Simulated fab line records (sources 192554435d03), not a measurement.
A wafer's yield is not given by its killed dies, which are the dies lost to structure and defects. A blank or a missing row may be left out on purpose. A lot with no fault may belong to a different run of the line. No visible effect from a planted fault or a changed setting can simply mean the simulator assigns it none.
Lot-split experiment | flow n5_finfet | 39 wafers read from 7 lots, route of 1938 steps

## SPLIT DETAILS
At N5_FIN_SAQP_SPACER2_ALD_28 (deposits SiO2, target thk 8.1 nm, pulse time 1 s, purge time 2 s), the setting target_thk_a was moved away from the recipe's 81 angstrom on 18 of the 39 wafers read, by -30.7% to +36.2%. The other wafers ran this setting at the recipe's value.

## FROM THE SPLIT TO THE READING: what the file shows between them, 9 steps
- N5_FIN_SAQP_SPACER2_ETCHBACK_29: etches SiO2 in CHF3/O2, target depth 12.2 nm, time 6.1 s
- N5_FIN_SAQP_MANDREL2_REMOVE_60: chemistry HBr/Cl2/O2, target a-Si, stops on SiNx, bt time 10 s
- N5_FIN_SAQP_CD_MEAS_31: target cd 8 nm
- N5_FIN_SAQP_HM_OPEN_33: chemistry CH3F/O2, target SiNx, target depth 49.4 nm, time 70.6 s
- N5_FIN_SAQP_ETCH_34: etches SiO2 in C4F6/O2, target depth 45 nm, time 15 s
- N5_FIN_SAQP_STRIP_77: strips in N2/H2, time 90 s
- N5_FIN_SAQP_HM_CD_35: target cd 8 nm
- N5_FIN_SAQP_ETCH_64: etches SiO2 in CF4, target depth 1.5 nm
- N5_FIN_SAQP_FIN_ETCH_36: etches the open film in HBr/Cl2/O2, target depth 120 nm, time 50.4 s

## THE READING
Shown in nm: cd_nm at N5_FIN_SAQP_CD_MEAS_37, with target cd 8 nm. On this fab line, fault-free wafers typically give 8.12 nm with a standard deviation of 0.27 nm.

wafer  | tool, chamber at the split | target_thk_a as run, angstrom | against the recipe | cd_nm, nm | against lot-mates on the recipe
L078.1 | ald_sin-01, 1,2,2          | 98.16                         | +21.2%             | 9.63      | +1.57
L078.2 | ald_sin-01, 0,3,3          | 81                            | recipe             | 8.12      | -
L078.3 | ald_sin-01, 1,2,2          | 98.16                         | +21.2%             | 9.40      | +1.34
L078.4 | ald_sin-01, 0,3,3          | 81                            | recipe             | 8.13      | -
L078.5 | ald_sin-01, 1,2,2          | 98.16                         | +21.2%             | 9.75      | +1.69
L078.6 | ald_sin-01, 0,3,3          | 81                            | recipe             | 7.94      | -
L079.1 | ald_sin-04, 2,0,2          | 106.2                         | +31.1%             | 10.40     | +2.23
L079.2 | ald_sin-04, 2,0,2          | 106.2                         | +31.1%             | 10.45     | +2.28
L079.3 | ald_sin-04, 1,3            | 81                            | recipe             | 8.29      | -
L079.4 | ald_sin-04, 3              | 81                            | recipe             | 8.20      | -
L079.5 | ald_sin-04, 2,0,2          | 106.2                         | +31.1%             | 10.74     | +2.57
L079.6 | ald_sin-04, 1,3            | 81                            | recipe             | 8.01      | -
L080.1 | ald_sin-01, 2,0,1          | 81                            | recipe             | 8.27      | -
L080.2 | ald_sin-01, 3,1,0          | 62.43                         | -22.9%             | 6.06      | -1.97
L080.3 | ald_sin-01, 3,1,0          | 62.43                         | -22.9%             | 6.72      | -1.31
L080.4 | ald_sin-01, 3,1,0          | 62.43                         | -22.9%             | 6.38      | -1.65
L080.5 | ald_sin-01, 2,0,1          | 81                            | recipe             | 7.77      | -
L080.6 | ald_sin-01, 2,0,1          | 81                            | recipe             | 8.06      | -
L088.1 | ald_sin-01, 0,1,2          | 81                            | recipe             | 8.25      | -
L088.2 | ald_sin-01, 1,3,2          | 66.96                         | -17.3%             | 7.13      | -1.10
L088.3 | ald_sin-01, 1,3,2          | 66.96                         | -17.3%             | 7.02      | -1.21
L088.4 | ald_sin-01, 1,3,2          | 66.96                         | -17.3%             | 6.56      | -1.67
L088.5 | ald_sin-01, 0,1,2          | 81                            | recipe             | 7.73      | -
L088.6 | ald_sin-01, 0,1,2          | 81                            | recipe             | 8.70      | -
L089.3 | ald_sin-04, 3              | 81                            | recipe             | 8.21      | -
L089.4 | ald_sin-04, 0              | 81                            | recipe             | 7.87      | -
L089.5 | ald_sin-04, 3              | 81                            | recipe             | 8.20      | -
L090.1 | ald_sin-04, 2,0,1          | 56.17                         | -30.7%             | 5.82      | -2.25
L090.2 | ald_sin-04, 2,0,1          | 56.17                         | -30.7%             | 5.81      | -2.26
L090.3 | ald_sin-04, 1              | 81                            | recipe             | 8.41      | -
L090.4 | ald_sin-04, 3,2            | 81                            | recipe             | 7.87      | -
L090.5 | ald_sin-04, 3,2            | 81                            | recipe             | 7.92      | -
L090.6 | ald_sin-04, 2,0,1          | 56.17                         | -30.7%             | 6.11      | -1.96
L095.1 | ald_sin-01, 1,0,2          | 110.3                         | +36.2%             | 10.71     | +2.75
L095.2 | ald_sin-01, 2,3,1          | 81                            | recipe             | 7.76      | -
L095.3 | ald_sin-01, 2,3,1          | 81                            | recipe             | 8.18      | -
L095.4 | ald_sin-01, 1,0,2          | 110.3                         | +36.2%             | 11.22     | +3.26
L095.5 | ald_sin-01, 1,0,2          | 110.3                         | +36.2%             | 10.95     | +2.99
L095.6 | ald_sin-01, 2,3,1          | 81                            | recipe             | 7.95      | -
Rows listing several chambers each stand for several wafers; the file does not say which wafer went through which chamber.

THE FIT
A straight line over all 39 wafers: cd_nm changes by +0.0751 nm for each +1% of target_thk_a; r = +0.99; the points scatter about the line by 0.23 nm.
The same after taking each lot's own level away (the mean of its wafers on the recipe; 39 wafers): +0.0758 nm for each +1%; r = +0.99; scatter 0.23 nm.
Per that fit: largest target_thk_a move, reading shift of 2.7 nm.
Measured against the standard deviation above, the lots' own levels, which go from 7.963 to 8.227 nm, span 1.0 times it.
The two slopes agree, so the slope changes little with the lot-to-lot level.
Check: for one of the wafers moved furthest among these (+36.2%), held out of the fit, the line's prediction against its lot-mates is +2.78 nm. It came out at +2.75 nm against them.

## THE WHOLE CHAIN: every reading that the file lists as answering this split, in the file's order
step                           | what it does                                                         | reading                                                                                 | change (the file's fit)                | r (the file's)
N5_FIN_SAQP_SPACER2_ALD_28     | deposits SiO2, target thk 8.1 nm, pulse time 1 s, purge time 2 s     | SiO2_of_FIN_SAQP_SPACER2_ALD_28.thk_nm (the simulator's own value, which no gauge read) | +0.0816 nm for each +1% of the setting | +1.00
N5_FIN_SAQP_MANDREL2_REMOVE_60 | chemistry HBr/Cl2/O2, target a-Si, stops on SiNx, bt time 10 s       | FIN_SAQP.cd_nm (the simulator's own value, which no gauge read)                         | +0.0808 nm for each +1% of the setting | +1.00
N5_FIN_SAQP_CD_MEAS_31         | target cd 8 nm                                                       | cd_nm                                                                                   | +0.0795 nm for each +1% of the setting | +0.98
N5_FIN_SAQP_HM_CD_35           | target cd 8 nm                                                       | cd_nm                                                                                   | +0.0831 nm for each +1% of the setting | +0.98
N5_FIN_SAQP_FIN_ETCH_36        | etches the open film in HBr/Cl2/O2, target depth 120 nm, time 50.4 s | FIN_SAQP.cd_nm (the simulator's own value, which no gauge read)                         | +0.08 nm for each +1% of the setting   | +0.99
N5_FIN_SAQP_CD_MEAS_37         | target cd 8 nm                                                       | cd_nm                                                                                   | +0.0759 nm for each +1% of the setting | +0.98

## FILE'S OWN FIT
cd_nm changes by +0.0759 nm for each +1% of target_thk_a, r = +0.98.
